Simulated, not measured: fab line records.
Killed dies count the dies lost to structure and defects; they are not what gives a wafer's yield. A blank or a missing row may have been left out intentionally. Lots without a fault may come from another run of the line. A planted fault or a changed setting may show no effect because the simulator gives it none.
Matching of chambers -- flow nand_harc -- NHARC_A_SLIT_ETCH_29 on rie_diel-07: 4 sister chambers
The step etches the open film in CF4/O2, target depth 100 nm, overetch 10 nm, time 55 s. 14 wafers are shown with their chamber, then 7 later ones without.

## WAFERS PAIRED WITH THEIR CHAMBERS
wafer,chamber,drypump_motor_current_A (A),rf_vpp_V (V),oes_product_au (a.u.)
L074.2,0,6.8,197.6,0.997
L074.5,1,5.9,197.9,0.995
L074.6,0,6.7,198.6,0.999
L076.2,0,6.8,198.7,0.996
L076.4,1,5.9,196.8,0.996
L076.5,2,6.0,195.3,1.000
L078.1,1,5.9,197.6,0.994
L078.2,0,6.8,197.3,0.995
L078.3,3,6.0,198.7,0.998
L081.1,1,5.9,196.5,0.988
L081.4,3,6.0,199.4,0.995
L081.6,2,6.0,195.2,0.993
L082.2,1,5.9,196.8,0.991
L082.3,2,6.0,195.6,0.972

SIGNATURES (averages over the wafers above)
reading,chamber 0,chamber 1,chamber 2,chamber 3,scatter within a chamber
drypump_motor_current_A,6.775,5.900,6.000,6.000,0.0274
rf_vpp_V,198.050,197.120,195.367,199.050,0.57
oes_product_au,0.99675,0.99280,0.98833,0.99650,0.00693
Rule: for a wafer and a chamber, the distance is found by dividing, reading by reading, the gap between the wafer's reading and the chamber's mean by the reading's scatter, squaring, summing and taking the root. If the next closest chamber is less than 2 further off than the closest, the wafer can't be placed; otherwise it belongs to the closest. How the scatter is found: for the shown wafers, subtract from each reading the mean of its chamber, square and add these, divide the total by (wafers less chambers), then take the root.

## WAFERS WITH NO CHAMBER GIVEN
wafer,drypump_motor_current_A (A),rf_vpp_V (V),oes_product_au (a.u.)
L082.5,6.8,198.5,0.996
L083.1,6.8,197.6,0.988
L083.2,6.0,195.5,0.982
L083.3,5.9,196.4,0.977
L093.1,6.0,195.4,0.982
L093.2,6.0,198.8,0.991
L093.4,6.8,197.8,0.999

## WHICH CHAMBER EACH ONE RAN IN
wafer,from the rows above,in truth
L082.5,0,0
L083.1,0,0
L083.2,2,2
L083.3,can't be placed: 1 or 2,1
L093.1,2,2
L093.2,3,3
L093.4,0,0
6 of 7 placed correctly. These rows do not allow placing 1 (true chamber among the candidates in 1). Number placed wrongly: 0.
